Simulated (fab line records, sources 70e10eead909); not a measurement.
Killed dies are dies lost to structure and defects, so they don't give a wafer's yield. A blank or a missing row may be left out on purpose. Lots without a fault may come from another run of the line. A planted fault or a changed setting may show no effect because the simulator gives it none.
Which tool did it? | flow nand_harc | 24 lots, 72 wafers sampled, at 3 steps of a route of 1159

WHAT THE GAUGES READ, wafer by wafer
NHARC_A_SLIT_CD_MEAS_09: target cd 300 nm. Usual: cd_nm 300.1 nm, standard deviation 0.49.
lot  | measured     | on        | cd_nm (nm)        | flag
L074 | day 14 00:21 | cd_sem-01 | 299.9 300.0 300.3 |
L076 | day 14 22:13 | cd_sem-02 | 299.4 300.9 300.0 |
L075 | day 14 20:31 | cd_sem-03 | 299.4 300.6 299.5 |
L077 | day 14 21:55 | cd_sem-02 | 300.3 299.9 300.2 |
L078 | day 15 07:32 | cd_sem-02 | 300.1 300.0 300.3 |
L079 | day 15 07:43 | cd_sem-02 | 298.9 299.4 299.2 |
L081 | day 15 21:43 | cd_sem-03 | 300.2 300.4 301.2 |
L082 | day 16 03:05 | cd_sem-02 | 300.4 300.6 300.5 |
L080 | day 16 15:46 | cd_sem-02 | 299.4 300.1 298.5 |
L085 | day 16 16:08 | cd_sem-01 | 300.1 300.7 300.2 |
L083 | day 16 17:37 | cd_sem-03 | 300.1 299.9 300.1 |
L084 | day 16 23:54 | cd_sem-02 | 299.8 300.4 299.8 |
L087 | day 17 09:37 | cd_sem-02 | 300.4 299.1 300.3 |
L086 | day 17 09:28 | cd_sem-02 | 300.2 299.3 300.3 |
L088 | day 17 20:06 | cd_sem-02 | 300.5 299.8 300.4 |
L089 | day 17 20:26 | cd_sem-01 | 299.9 299.9 300.6 |
L091 | day 18 15:20 | cd_sem-02 | 300.5 300.1 300.5 |
L090 | day 18 15:10 | cd_sem-03 | 299.3 300.2 300.3 |
L092 | day 19 00:01 | cd_sem-02 | 300.4 300.1 300.0 |
L093 | day 18 23:38 | cd_sem-03 | 299.7 300.2 300.1 |
L094 | day 19 05:44 | cd_sem-03 | 300.7 300.5 299.4 |
L095 | day 19 06:44 | cd_sem-03 | 301.3 300.5 300.7 |
L097 | day 19 20:59 | cd_sem-03 | 301.2 300.5 300.5 |
L096 | day 20 03:38 | cd_sem-03 | 299.7 299.5 300.0 |

NHARC_A_SLIT_INSPECT_11. Usual: raw_defect_count 20, standard deviation 10.
lot  | measured     | on                | raw_defect_count | flag
L074 | day 14 00:28 | defect_inspect-01 | 4 10 7           |
L076 | day 14 22:20 | defect_inspect-01 | 13 7 14          |
L075 | day 14 20:39 | defect_inspect-02 | 19 23 17         |
L077 | day 14 22:02 | defect_inspect-01 | 21 24 23         |
L078 | day 15 07:39 | defect_inspect-01 | 6 9 8            |
L079 | day 15 07:51 | defect_inspect-01 | 23 29 30         |
L081 | day 15 21:50 | defect_inspect-02 | 40 28 30         |
L082 | day 16 03:13 | defect_inspect-02 | 11 13 12         |
L080 | day 16 15:53 | defect_inspect-01 | 35 33 30         |
L085 | day 16 16:16 | defect_inspect-01 | 30 35 22         |
L083 | day 16 17:45 | defect_inspect-02 | 14 17 12         |
L084 | day 17 00:01 | defect_inspect-02 | 14 8 16          |
L087 | day 17 09:44 | defect_inspect-02 | 15 21 17         |
L086 | day 17 09:35 | defect_inspect-02 | 26 42 37         |
L088 | day 17 20:14 | defect_inspect-01 | 25 39 28         |
L089 | day 17 20:34 | defect_inspect-01 | 13 19 17         |
L091 | day 18 15:27 | defect_inspect-02 | 30 34 41         |
L090 | day 18 15:19 | defect_inspect-01 | 10 6 8           |
L092 | day 19 00:08 | defect_inspect-02 | 31 26 42         |
L093 | day 18 23:46 | defect_inspect-01 | 17 5 13          |
L094 | day 19 05:52 | defect_inspect-01 | 39 37 34         |
L095 | day 19 06:52 | defect_inspect-01 | 23 10 21         |
L097 | day 19 21:07 | defect_inspect-01 | 13 14 16         |
L096 | day 20 03:45 | defect_inspect-02 | 17 15 13         |

WHICH TOOL RAN EACH LOT (tool, then ch and the chambers of the sampled wafers, then the start)
lot  | NHARC_A_SGD_CUT_STRIP_17
L074 | rie_diel-13 ch 0,1,3, day 14 00:21 or earlier
L076 | rie_diel-13 ch 0,3, day 14 22:13 or earlier
L075 | rie_diel-11 ch 0,1,2, day 14 20:31 or earlier
L077 | rie_diel-11 ch 0,3, day 14 21:55 or earlier
L078 | rie_diel-13 ch 0,1,2, day 15 07:32 or earlier
L079 | rie_diel-11 ch 0,1,2, day 15 07:43 or earlier
L081 | rie_diel-01 ch 0,2,3, day 15 21:43 or earlier
L082 | rie_diel-11 ch 2,3, day 16 03:05 or earlier
L080 | rie_diel-01 ch 0,2,3, day 16 15:46 or earlier
L085 | rie_diel-11 ch 0,1,2, day 16 16:08 or earlier
L083 | rie_diel-13 ch 1,2, day 16 17:37 or earlier
L084 | rie_diel-01 ch 0,3, day 16 23:54 or earlier
L087 | rie_diel-01 ch 1,3, day 17 09:37 or earlier
L086 | rie_diel-11 ch 0,2,3, day 17 09:28 or earlier
L088 | rie_diel-01 ch 0,1,2, day 17 20:06 or earlier
L089 | rie_diel-13 ch 0,2,3, day 17 20:26 or earlier
L091 | rie_diel-11 ch 0,1,2, day 18 15:20 or earlier
L090 | rie_diel-13 ch 0,1,2, day 18 15:10 or earlier
L092 | rie_diel-13 ch 0,1,3, day 19 00:01 or earlier
L093 | rie_diel-01 ch 1,2,3, day 18 23:38 or earlier
L094 | rie_diel-01 ch 0,1,2, day 19 05:44 or earlier
L095 | rie_diel-11 ch 0,2,3, day 19 06:44 or earlier
L097 | rie_diel-11 ch 0,1,2, day 19 20:59 or earlier
L096 | rie_diel-13 ch 0,2,3, day 20 03:38 or earlier
- NHARC_A_SGD_CUT_STRIP_17: strips in O2.

WHAT THE TOOLS THEMSELVES READ (means of the sampled wafers that have a number; where no wafer has one, the mark that the record gives instead)
NHARC_A_SGD_CUT_STRIP_17. Usual: drypump_motor_current_A 5.6 A, standard deviation 0.47; oes_product_au 1.002 a.u., standard deviation 0.0099; rf_vpp_V 57.8 V, standard deviation 1; showerhead_plenum_p_Torr 3.55 Torr, standard deviation 0.16; throttle_valve_pct 17.037 %, standard deviation 0.0097.
lot  | tool        | drypump_motor_current_A (A) | oes_product_au (a.u.) | rf_vpp_V (V) | showerhead_plenum_p_Torr (Torr) | throttle_valve_pct (%) | flag
L074 | rie_diel-13 | 5.8                         | 1.002                 | 57.4         | 3.57                            | 17.045                 |
L076 | rie_diel-13 | 5.8                         | 1.006                 | 58.1         | 3.69                            | 17.040                 |
L075 | rie_diel-11 | 5.3                         | 0.998                 | 58.8         | 3.49                            | 17.037                 |
L077 | rie_diel-11 | 5.3                         | 0.999                 | 57.8         | 3.50                            | 17.035                 |
L078 | rie_diel-13 | 6.0                         | 1.009                 | 58.9         | 3.58                            | 17.028                 |
L079 | rie_diel-11 | 5.3                         | 0.996                 | 57.3         | 3.49                            | 17.035                 |
L081 | rie_diel-01 | 5.5                         | 0.999                 | 58.0         | 3.51                            | 17.039                 |
L082 | rie_diel-11 | 5.8                         | 1.003                 | 57.8         | 3.50                            | 17.043                 |
L080 | rie_diel-01 | 5.5                         | 0.996                 | 57.5         | 3.51                            | 17.031                 |
L085 | rie_diel-11 | 5.3                         | 1.003                 | 57.5         | 3.49                            | 17.044                 |
L083 | rie_diel-13 | 6.1                         | 0.994                 | 57.5         | 3.56                            | 17.038                 |
L084 | rie_diel-01 | 5.6                         | 1.007                 | 58.1         | 3.64                            | 17.034                 |
L087 | rie_diel-01 | 5.7                         | 0.999                 | 58.2         | 3.72                            | 17.034                 |
L086 | rie_diel-11 | 5.5                         | 1.008                 | 58.1         | 3.43                            | 17.040                 |
L088 | rie_diel-01 | 5.7                         | 1.007                 | 57.5         | 3.52                            | 17.037                 |
L089 | rie_diel-13 | 5.8                         | 0.991                 | 58.4         | 3.66                            | 17.043                 |
L091 | rie_diel-11 | 5.3                         | 1.008                 | 57.3         | 3.49                            | 17.044                 |
L090 | rie_diel-13 | 6.0                         | 0.992                 | 57.9         | 3.58                            | 17.028                 |
L092 | rie_diel-13 | 5.8                         | 1.003                 | 57.6         | 3.56                            | 17.033                 |
L093 | rie_diel-01 | 5.6                         | 0.997                 | 58.1         | 3.60                            | 17.036                 |
L094 | rie_diel-01 | 5.7                         | 0.997                 | 58.2         | 3.51                            | 17.040                 |
L095 | rie_diel-11 | 5.5                         | 1.010                 | 57.5         | 3.43                            | 17.033                 |
L097 | rie_diel-11 | 5.3                         | 1.009                 | 57.4         | 3.49                            | 17.028                 |
L096 | rie_diel-13 | 5.8                         | 1.005                 | 58.6         | 3.66                            | 17.036                 |

THE ANSWER, worked out from the rows above alone
Rule: a lot is off if the mean of its wafers that have a number lies more than 3 standard deviations from the usual mean. A lot without any number at a reading at which 4 lots or more have one is off too. The other lots that the step has rows for count as sound. The gauges are gone through in route order, then the tools' own readings, and for those a lot's mean is taken as printed above. The first step at which some lot is off is used, and at that step the reading that is off furthest; a lot without a number counts as furthest.
No lot is off at any reading shown: from this, nothing can be told.

WHAT THE SIMULATOR HAD PUT IN
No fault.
